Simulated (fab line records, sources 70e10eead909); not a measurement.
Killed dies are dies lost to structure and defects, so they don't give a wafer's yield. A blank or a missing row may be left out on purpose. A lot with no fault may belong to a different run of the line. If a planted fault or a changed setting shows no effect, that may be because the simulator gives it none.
A lot that was struck, set against a sound lot | flow nand-harc | 15 steps out of a route of 1302
Sound: these wafers, L902.1, L902.5, L902.6. Struck: wafer L910.5 (left out: L910.2, a lot-mate that was not struck); the cause follows at the end.
Each step with rows lists, per side, the tool, then ch with its chambers, then its first start. Under that, the readings that differ: sound wafers | struck wafers | difference of the means | sigmas: that difference in standard deviations of wafers without a fault.
alike: words and numbers the same on both sides, and readings whose means are apart by under 2 such deviations; not compared: readings that were withheld, readings missing a value for some wafer, numbers with overlapping values and no deviation given by the record, and bounds like >300 which may hide the same value.
Wherever a step has rows on one side only, a row that says differs or no value, or a row with sigmas, the two part there. Numbers that have no deviation but don't overlap get no sigmas and don't part them. A reading missing from all wafers of one side parts the sides only when that side holds two or more wafers.

first, 1 step without rows for these wafers: NHARC_A_ONON_D1_DEP_09 (target thk 1000 nm).
NHARC_A_ONON_D1_THK_MEAS_11: measures by ellipsometry.
  struck on film-metro-01, day 12 11:03; sound on film-metro-02, day 9 06:21
  alike: thk-nm
then, 1 step without rows for these wafers: NHARC_A_ONON_D1_DEP_12 (target thk 1000 nm).
NHARC_A_ONON_D1_THK_MEAS_14: measures by ellipsometry.
  struck on film-metro-02, day 12 11:37; sound on film-metro-02, day 9 06:55
  alike: thk-nm
then, 2 steps without rows for these wafers: NHARC_A_ONON_D1_ANNEAL_15 (time 3600 s); NHARC_A_ONON_D1_DEP_16 (target thk 1000 nm).
NHARC_A_ONON_D1_THK_MEAS_18: measures by ellipsometry.
  struck on film-metro-01, day 12 19:09; sound on film-metro-01, day 9 14:41
  alike: thk-nm
then, 1 step without rows for these wafers: NHARC_A_ONON_D1_DEP_19 (target thk 1000 nm).
NHARC_A_ONON_D1_THK_MEAS_21: measures by ellipsometry.
  struck on film-metro-02, day 12 19:43; sound on film-metro-01, day 9 15:14
  alike: thk-nm
then, 1 step without rows for these wafers: NHARC_A_ONON_D1_DEP_22 (target thk 1000 nm).
NHARC_A_ONON_D1_THK_MEAS_24: measures by ellipsometry.
  struck on film-metro-01, day 12 20:19; sound on film-metro-01, day 9 15:49
  alike: thk-nm
NHARC_A_ONON_D1_DEP_25: target thk 1000 nm.
  sound on pecvd-onon-01 ch 0, day 9 15:52; struck on pecvd-onon-01 ch 0, day 12 20:26
  alike: nh3-flow-sccm
NHARC_A_ONON_D1_THK_MEAS_27: measures by ellipsometry.
  struck on film-metro-02, day 12 20:53; sound on film-metro-01, day 9 16:23
  reading     | sound          | struck | difference | sigmas
  thk-nm (nm) | 1004 1004 1001 | 664    | -339       | -26
then, 1 step without rows for these wafers: NHARC_A_ONON_D1_DEP_28 (target thk 1000 nm).
-- break in the record here, with 16 days between the starts of the struck wafers on either side (left off in module A_ONON_D1, picked up again in module END, where the first step shown is number 1302 on the route) --
NHARC_END_SORT_01:
  at this point the record logs the struck wafers (prober-01 ch 0, day 28 21:09) and has no rows for the sound ones

## WHERE THEY PART
At NHARC_A_ONON_D1_THK_MEAS_27 first; at NHARC_END_SORT_01 last (within this record only).

WHY: whatever the simulator had introduced
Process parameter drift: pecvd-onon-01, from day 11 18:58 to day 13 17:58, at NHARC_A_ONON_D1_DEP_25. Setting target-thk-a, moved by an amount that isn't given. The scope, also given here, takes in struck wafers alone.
